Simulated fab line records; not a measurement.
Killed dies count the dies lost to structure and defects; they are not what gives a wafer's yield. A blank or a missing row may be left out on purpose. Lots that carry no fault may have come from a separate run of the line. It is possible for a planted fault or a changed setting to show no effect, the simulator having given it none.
Which tool is to blame? | flow nandHarc | Sampling: 23 lots, 69 wafers, 6 of 1159 route steps

== WHAT EACH GAUGE READ, for each wafer ==
The record holds no reading of a measuring or inspecting step that can be judged against a usual standard deviation.

== WHAT TOOL EACH LOT RAN ON (gives the tool, then ch and the chambers of the sampled wafers, and finally the start) ==
lot  | NHARC_A_STAIRCASE_ETCH_170    | NHARC_A_STAIRCASE_TRIM_16     | NHARC_A_STAIRCASE_TRIM_18     | NHARC_A_STAIRCASE_ETCH_19     | NHARC_A_STAIRCASE_TRIM_191    | NHARC_A_STAIRCASE_ETCH_192
L074 | rieDiel-02 ch 0,1,2, no start | rieDiel-01 ch 0,2,3, no start | rieDiel-01 ch 1,2,3, no start | rieDiel-01 ch 0,1,2, no start | rieDiel-01 ch 0,1,2, no start | rieDiel-01 ch 0,1,2, no start
L075 | rieDiel-02 ch 1,2,3, no start | rieDiel-08 ch 1,2, no start   | rieDiel-08 ch 1,2,3, no start | rieDiel-08 ch 1,3, no start   | rieDiel-02 ch 0,2,3, no start | rieDiel-02 ch 0,1,3, no start
L077 | rieDiel-02 ch 0,2,3, no start | rieDiel-08 ch 1,2,3, no start | rieDiel-08 ch 1,2,3, no start | rieDiel-08 ch 0,1,3, no start | rieDiel-01 ch 0,1,2, no start | rieDiel-01 ch 0,2, no start
L076 | rieDiel-08 ch 0,2,3, no start | rieDiel-01 ch 0,1, no start   | rieDiel-01 ch 1,2, no start   | rieDiel-01 ch 0,1, no start   | rieDiel-08 ch 2,3, no start   | rieDiel-08 ch 1,2, no start
L079 | rieDiel-08 ch 2,3, no start   | rieDiel-08 ch 0,1,2, no start | rieDiel-08 ch 0,1,3, no start | rieDiel-08 ch 0,1,2, no start | rieDiel-01 ch 1,3, no start   | rieDiel-01 ch 0,2,3, no start
L081 | rieDiel-01 ch 1,2,3, no start | rieDiel-08 ch 0,1, no start   | rieDiel-08 ch 2,3, no start   | rieDiel-08 ch 0,2, no start   | rieDiel-02 ch 0,3, no start   | rieDiel-02 ch 1,2,3, no start
L080 | rieDiel-08 ch 0,2,3, no start | rieDiel-02 ch 0,2,3, no start | rieDiel-02 ch 0,1,3, no start | rieDiel-02 ch 1,2,3, no start | rieDiel-02 ch 0,1, no start   | rieDiel-02 ch 1,2, no start
L084 | rieDiel-01 ch 1,2,3, no start | rieDiel-01 ch 0,1,3, no start | rieDiel-01 ch 0,3, no start   | rieDiel-01 ch 0,2,3, no start | rieDiel-08 ch 2,3, no start   | rieDiel-08 ch 0,2,3, no start
L083 | rieDiel-08 ch 1,2,3, no start | rieDiel-08 ch 1,2, no start   | rieDiel-08 ch 2,3, no start   | rieDiel-08 ch 0,1,3, no start | rieDiel-08 ch 0,2,3, no start | rieDiel-08 ch 2,3, no start
L082 | rieDiel-01 ch 1,2,3, no start | rieDiel-01 ch 0,2,3, no start | rieDiel-01 ch 1,2,3, no start | rieDiel-01 ch 2,3, no start   | rieDiel-01 ch 0,1,3, no start | rieDiel-01 ch 1,3, no start
L087 | rieDiel-02 ch 0,2, no start   | rieDiel-01 ch 0,1,3, no start | rieDiel-02 ch 1,2, no start   | rieDiel-02 ch 1,2,3, no start | rieDiel-08 ch 1,2,3, no start | rieDiel-08 ch 1,2, no start
L088 | rieDiel-02 ch 0,1,3, no start | rieDiel-08 ch 2,3, no start   | rieDiel-08 ch 0,3, no start   | rieDiel-08 ch 0,1,3, no start | rieDiel-02 ch 0,2,3, no start | rieDiel-02 ch 1,2, no start
L086 | rieDiel-08 ch 0,2,3, no start | rieDiel-08 ch 1,2, no start   | rieDiel-08 ch 1,2,3, no start | rieDiel-08 ch 1,2, no start   | rieDiel-01 ch 0,1,2, no start | rieDiel-01 ch 0,2, no start
L085 | rieDiel-02 ch 0,2, no start   | rieDiel-02 ch 0,3, no start   | rieDiel-02 ch 0,1,2, no start | rieDiel-02 ch 0,3, no start   | rieDiel-02 ch 2,3, no start   | rieDiel-02 ch 1,3, no start
L090 | rieDiel-01 ch 0,1,3, no start | rieDiel-08 ch 1,3, no start   | rieDiel-08 ch 1,3, no start   | rieDiel-08 ch 1,2,3, no start | rieDiel-01 ch 0,2, no start   | rieDiel-01 ch 1,3, no start
L089 | rieDiel-02 ch 1,2,3, no start | rieDiel-08 ch 1,2, no start   | rieDiel-08 ch 2,3, no start   | rieDiel-08 ch 1,2,3, no start | rieDiel-01 ch 0,1,2, no start | rieDiel-01 ch 1,2, no start
L092 | rieDiel-08 ch 2,3, no start   | rieDiel-01 ch 0,1, no start   | rieDiel-01 ch 1,2,3, no start | rieDiel-01 ch 2,3, no start   | rieDiel-08 ch 0,3, no start   | rieDiel-08 ch 0,2, no start
L091 | rieDiel-08 ch 0,2,3, no start | rieDiel-01 ch 0,1,2, no start | rieDiel-01 ch 0,1,2, no start | rieDiel-01 ch 0,2,3, no start | rieDiel-01 ch 0,2,3, no start | rieDiel-01 ch 0,1,2, no start
L094 | rieDiel-01 ch 0,2,3, no start | rieDiel-01 ch 1,3, no start   | rieDiel-01 ch 0,1,3, no start | rieDiel-01 ch 0,1,2, no start | rieDiel-08 ch 1,3, no start   | rieDiel-08 ch 0,2,3, no start
L095 | rieDiel-01 ch 1,2,3, no start | rieDiel-01 ch 0,1, no start   | rieDiel-01 ch 1,2,3, no start | rieDiel-01 ch 1,2,3, no start | rieDiel-01 ch 0,2,3, no start | rieDiel-01 ch 0,1,2, no start
L093 | rieDiel-02 ch 1,2,3, no start | rieDiel-08 ch 0,2,3, no start | rieDiel-08 ch 0,2, no start   | rieDiel-08 ch 1,2,3, no start | rieDiel-08 ch 1,2,3, no start | rieDiel-08 ch 0,1,3, no start
L096 | rieDiel-01 ch 1,2,3, no start | rieDiel-02 ch 0,2, no start   | rieDiel-02 ch 0,1, no start   | rieDiel-02 ch 0,2,3, no start | rieDiel-02 ch 1,3, no start   | rieDiel-02 ch 0,1,2, no start
L097 | rieDiel-01 ch 0,1, no start   | rieDiel-08 ch 0,1, no start   | rieDiel-08 ch 1,2,3, no start | rieDiel-08 ch 0,1, no start   | rieDiel-08 ch 0,1, no start   | rieDiel-08 ch 0,3, no start
- NHARC_A_STAIRCASE_ETCH_170: etches the open film in C4F6/O2, target depth 200 nm, time 66.667 s.
- NHARC_A_STAIRCASE_TRIM_16: chemistry O2, time 211.2 s.
- NHARC_A_STAIRCASE_TRIM_18: chemistry O2, time 211.2 s.
- NHARC_A_STAIRCASE_ETCH_19: etches the open film in C4F8/O2, target depth 100 nm, time 40.5 s.
- NHARC_A_STAIRCASE_TRIM_191: chemistry O2, time 211.2 s.
- NHARC_A_STAIRCASE_ETCH_192: etches the open film in C4F8/O2, target depth 100 nm, time 40.5 s.

== WHAT THE TOOLS THEMSELVES READ (means of the sampled wafers that have a number; where no wafer has one, the mark that the record gives instead) ==
NHARC_A_STAIRCASE_ETCH_170.
lot  | tool       | drypumpMotorCurrentA (A) | oesProductAu (a.u.) | rfVppV (V) | showerheadPlenumPTorr (Torr) | throttleValvePct (%)
L074 | rieDiel-02 | 5.7                      | 0.977               | 547.9      | 3.93                         | 26.909
L075 | rieDiel-02 | 6.0                      | 0.972               | 547.2      | 3.92                         | 26.906
L077 | rieDiel-02 | 5.7                      | 0.973               | 545.9      | 3.89                         | 26.912
L076 | rieDiel-08 | 5.8                      | 0.950               | 546.9      | 3.93                         | 26.898
L079 | rieDiel-08 | 5.5                      | 0.964               | 549.0      | 4.03                         | 26.902
L081 | rieDiel-01 | 5.7                      | 0.978               | 546.3      | 3.87                         | 26.919
L080 | rieDiel-08 | 5.8                      | 0.931               | 546.0      | 3.93                         | 26.899
L084 | rieDiel-01 | 5.7                      | 0.937               | 545.3      | 3.87                         | 26.904
L083 | rieDiel-08 | 5.4                      | 0.962               | 547.8      | 3.96                         | 26.900
L082 | rieDiel-01 | 5.7                      | 0.957               | 546.0      | 3.87                         | 26.895
L087 | rieDiel-02 | 5.6                      | 0.967               | 544.3      | 3.82                         | 26.900
L088 | rieDiel-02 | 5.7                      | 0.979               | 547.8      | 3.96                         | 26.901
L086 | rieDiel-08 | 5.8                      | 0.973               | 547.4      | 3.92                         | 26.906
L085 | rieDiel-02 | 5.6                      | 0.978               | 545.4      | 3.82                         | 26.904
L090 | rieDiel-01 | 5.9                      | 0.967               | 545.2      | 3.85                         | 26.910
L089 | rieDiel-02 | 6.0                      | 0.971               | 545.9      | 3.91                         | 26.910
L092 | rieDiel-08 | 5.5                      | 0.988               | 549.2      | 4.01                         | 26.899
L091 | rieDiel-08 | 5.8                      | 0.981               | 546.6      | 3.92                         | 26.905
L094 | rieDiel-01 | 6.0                      | 0.930               | 544.6      | 3.79                         | 26.911
L095 | rieDiel-01 | 5.7                      | 0.956               | 545.2      | 3.86                         | 26.909
L093 | rieDiel-02 | 6.0                      | 0.977               | 546.3      | 3.90                         | 26.907
L096 | rieDiel-01 | 5.7                      | 0.980               | 544.5      | 3.86                         | 26.903
L097 | rieDiel-01 | 6.0                      | 0.996               | 547.0      | 3.94                         | 26.903

NHARC_A_STAIRCASE_TRIM_16.
lot  | tool       | drypumpMotorCurrentA (A) | oesProductAu (a.u.) | rfVppV (V) | showerheadPlenumPTorr (Torr) | throttleValvePct (%)
L074 | rieDiel-01 | 6.0                      | 0.980               | 57.6       | 3.43                         | 17.035
L075 | rieDiel-08 | 5.4                      | 0.996               | 58.7       | 3.51                         | 17.044
L077 | rieDiel-08 | 5.4                      | 0.992               | 57.3       | 3.57                         | 17.035
L076 | rieDiel-01 | 6.3                      | 0.989               | 57.9       | 3.51                         | 17.031
L079 | rieDiel-08 | 5.7                      | 0.986               | 57.1       | 3.48                         | 17.023
L081 | rieDiel-08 | 5.8                      | 0.984               | 58.5       | 3.37                         | 17.036
L080 | rieDiel-02 | 5.7                      | 1.000               | 56.1       | 3.49                         | 17.035
L084 | rieDiel-01 | 5.9                      | 0.990               | 57.3       | 3.47                         | 17.028
L083 | rieDiel-08 | 5.6                      | 1.008               | 57.7       | 3.57                         | 17.039
L082 | rieDiel-01 | 6.0                      | 0.990               | 57.6       | 3.42                         | 17.044
L087 | rieDiel-01 | 5.9                      | 0.995               | 57.7       | 3.46                         | 17.039
L088 | rieDiel-08 | 5.7                      | 1.002               | 58.3       | 3.63                         | 17.035
L086 | rieDiel-08 | 5.6                      | 1.002               | 57.8       | 3.56                         | 17.041
L085 | rieDiel-02 | 5.5                      | 1.017               | 58.0       | 3.53                         | 17.038
L090 | rieDiel-08 | 5.2                      | 0.999               | 57.9       | 3.55                         | 17.031
L089 | rieDiel-08 | 5.4                      | 0.987               | 58.1       | 3.49                         | 17.036
L092 | rieDiel-01 | 6.0                      | 1.006               | 58.4       | 3.55                         | 17.039
L091 | rieDiel-01 | 6.1                      | 1.003               | 58.1       | 3.50                         | 17.028
L094 | rieDiel-01 | 5.6                      | 0.988               | 57.8       | 3.42                         | 17.040
L095 | rieDiel-01 | 6.1                      | 1.009               | 57.9       | 3.55                         | 17.031
L093 | rieDiel-08 | 5.8                      | 1.006               | 57.3       | 3.51                         | 17.023
L096 | rieDiel-02 | 5.6                      | 0.988               | 56.7       | 3.42                         | 17.038
L097 | rieDiel-08 | 5.7                      | 1.005               | 56.8       | 3.36                         | 17.035

NHARC_A_STAIRCASE_TRIM_18.
lot  | tool       | drypumpMotorCurrentA (A) | oesProductAu (a.u.) | rfVppV (V) | showerheadPlenumPTorr (Torr) | throttleValvePct (%)
L074 | rieDiel-01 | 5.7                      | 0.985               | 57.4       | 3.49                         | 17.043
L075 | rieDiel-08 | 5.4                      | 0.988               | 58.1       | 3.57                         | 17.039
L077 | rieDiel-08 | 5.4                      | 0.996               | 58.4       | 3.57                         | 17.028
L076 | rieDiel-01 | 5.8                      | 1.001               | 58.5       | 3.58                         | 17.035
L079 | rieDiel-08 | 5.5                      | 0.980               | 58.7       | 3.47                         | 17.047
L081 | rieDiel-08 | 5.7                      | 0.992               | 57.8       | 3.63                         | 17.030
L080 | rieDiel-02 | 5.8                      | 1.013               | 57.7       | 3.57                         | 17.045
L084 | rieDiel-01 | 6.2                      | 0.992               | 57.1       | 3.41                         | 17.035
L083 | rieDiel-08 | 5.5                      | 0.993               | 58.5       | 3.62                         | 17.038
L082 | rieDiel-01 | 5.7                      | 1.000               | 57.7       | 3.48                         | 17.037
L087 | rieDiel-02 | 5.9                      | 0.996               | 57.2       | 3.47                         | 17.033
L088 | rieDiel-08 | 5.8                      | 0.992               | 57.7       | 3.43                         | 17.033
L086 | rieDiel-08 | 5.4                      | 0.990               | 59.0       | 3.56                         | 17.037
L085 | rieDiel-02 | 5.7                      | 0.998               | 58.3       | 3.52                         | 17.054
L090 | rieDiel-08 | 5.2                      | 1.003               | 57.0       | 3.55                         | 17.027
L089 | rieDiel-08 | 5.5                      | 1.006               | 58.3       | 3.61                         | 17.033
L092 | rieDiel-01 | 5.7                      | 1.006               | 57.3       | 3.47                         | 17.037
L091 | rieDiel-01 | 6.1                      | 1.004               | 58.2       | 3.50                         | 17.028
L094 | rieDiel-01 | 6.0                      | 1.006               | 56.4       | 3.45                         | 17.031
L095 | rieDiel-01 | 5.7                      | 0.990               | 58.4       | 3.47                         | 17.038
L093 | rieDiel-08 | 6.1                      | 1.003               | 57.3       | 3.42                         | 17.038
L096 | rieDiel-02 | 5.4                      | 0.997               | 57.4       | 3.56                         | 17.039
L097 | rieDiel-08 | 5.4                      | 0.996               | 57.5       | 3.54                         | 17.039

NHARC_A_STAIRCASE_ETCH_19.
lot  | tool       | oesProductAu (a.u.) | rfVppV (V)
L074 | rieDiel-01 | 0.936               | 895
L075 | rieDiel-08 | 0.938               | 895
L077 | rieDiel-08 | 0.918               | 894
L076 | rieDiel-01 | 0.926               | 896
L079 | rieDiel-08 | 0.926               | 893
L081 | rieDiel-08 | 0.934               | 893
L080 | rieDiel-02 | 0.942               | 896
L084 | rieDiel-01 | 0.935               | 892
L083 | rieDiel-08 | 0.944               | 895
L082 | rieDiel-01 | 0.925               | 892
L087 | rieDiel-02 | 0.947               | 895
L088 | rieDiel-08 | 0.930               | 893
L086 | rieDiel-08 | 0.927               | 898
L085 | rieDiel-02 | 0.942               | 896
L090 | rieDiel-08 | 0.918               | 897
L089 | rieDiel-08 | 0.927               | 897
L092 | rieDiel-01 | 0.921               | 890
L091 | rieDiel-01 | 0.930               | 891
L094 | rieDiel-01 | 0.932               | 895
L095 | rieDiel-01 | 0.926               | 893
L093 | rieDiel-08 | 0.939               | 896
L096 | rieDiel-02 | 0.936               | 894
L097 | rieDiel-08 | 0.953               | 890

NHARC_A_STAIRCASE_TRIM_191.
lot  | tool       | drypumpMotorCurrentA (A) | oesProductAu (a.u.) | rfVppV (V) | showerheadPlenumPTorr (Torr) | throttleValvePct (%)
L074 | rieDiel-01 | 6.1                      | 0.991               | 58.3       | 3.52                         | 17.028
L075 | rieDiel-02 | 5.7                      | 1.013               | 57.5       | 3.49                         | 17.036
L077 | rieDiel-01 | 6.1                      | 0.992               | 58.1       | 3.52                         | 17.032
L076 | rieDiel-08 | 5.5                      | 0.990               | 57.9       | 3.63                         | 17.037
L079 | rieDiel-01 | 5.6                      | 1.002               | 58.3       | 3.53                         | 17.040
L081 | rieDiel-02 | 5.8                      | 1.023               | 57.5       | 3.53                         | 17.032
L080 | rieDiel-02 | 5.7                      | 0.995               | 58.2       | 3.61                         | 17.045
L084 | rieDiel-08 | 5.7                      | 0.994               | 57.9       | 3.63                         | 17.033
L083 | rieDiel-08 | 5.8                      | 0.978               | 58.5       | 3.53                         | 17.034
L082 | rieDiel-01 | 5.9                      | 0.990               | 57.9       | 3.46                         | 17.037
L087 | rieDiel-08 | 5.4                      | 1.004               | 57.5       | 3.56                         | 17.035
L088 | rieDiel-02 | 5.7                      | 1.002               | 58.0       | 3.48                         | 17.032
L086 | rieDiel-01 | 6.1                      | 1.006               | 57.7       | 3.51                         | 17.028
L085 | rieDiel-02 | 6.0                      | 1.006               | 58.1       | 3.43                         | 17.034
L090 | rieDiel-01 | 6.4                      | 0.998               | 57.8       | 3.44                         | 17.033
L089 | rieDiel-01 | 6.1                      | 1.004               | 57.9       | 3.50                         | 17.036
L092 | rieDiel-08 | 5.6                      | 1.002               | 58.2       | 3.52                         | 17.042
L091 | rieDiel-01 | 6.0                      | 0.993               | 56.5       | 3.41                         | 17.040
L094 | rieDiel-08 | 5.2                      | 0.996               | 57.5       | 3.54                         | 17.036
L095 | rieDiel-01 | 6.0                      | 0.998               | 57.4       | 3.40                         | 17.034
L093 | rieDiel-08 | 5.4                      | 0.997               | 57.5       | 3.54                         | 17.032
L096 | rieDiel-02 | 6.1                      | 1.003               | 57.0       | 3.56                         | 17.046
L097 | rieDiel-08 | 5.7                      | 0.995               | 56.6       | 3.36                         | 17.030

NHARC_A_STAIRCASE_ETCH_192.
lot  | tool       | oesProductAu (a.u.) | rfVppV (V)
L074 | rieDiel-01 | 0.936               | 896
L075 | rieDiel-02 | 0.942               | 897
L077 | rieDiel-01 | 0.916               | 893
L076 | rieDiel-08 | 0.933               | 894
L079 | rieDiel-01 | 0.920               | 892
L081 | rieDiel-02 | 0.939               | 895
L080 | rieDiel-02 | 0.948               | 897
L084 | rieDiel-08 | 0.930               | 896
L083 | rieDiel-08 | 0.946               | 899
L082 | rieDiel-01 | 0.951               | 893
L087 | rieDiel-08 | 0.920               | 895
L088 | rieDiel-02 | 0.925               | 897
L086 | rieDiel-01 | 0.938               | 893
L085 | rieDiel-02 | 0.933               | 899
L090 | rieDiel-01 | 0.940               | 895
L089 | rieDiel-01 | 0.938               | 898
L092 | rieDiel-08 | 0.933               | 895
L091 | rieDiel-01 | 0.938               | 894
L094 | rieDiel-08 | 0.939               | 896
L095 | rieDiel-01 | 0.942               | 896
L093 | rieDiel-08 | 0.930               | 893
L096 | rieDiel-02 | 0.944               | 895
L097 | rieDiel-08 | 0.940               | 895

== THE ANSWER, worked out from the rows above alone ==
Rule: the usual values come from the lots themselves. The widest of any qualifying gaps counts: lots, ordered by their means at a reading, are off when they make up no more than a third of the lots, leave a main group of 4 or more, and stand apart from it by 3 or more times the standard deviation of that group's means. Not used: any main group whose means are identical at the precision the tables above print for the reading. Also off: a lot with no number at a reading for which 4 or more lots have one. Where the step has rows for the other lots, those lots are counted as sound. The gauges are gone through in route order, then the tools' own readings, and for those a lot's mean is taken as printed above. At the first step where some lot is off, the reading lying furthest off is the one used; lots without a number count as furthest.
No lot is off on any of the readings shown, so nothing can be concluded from this.

== WHAT THE SIMULATOR HAD INSERTED ==
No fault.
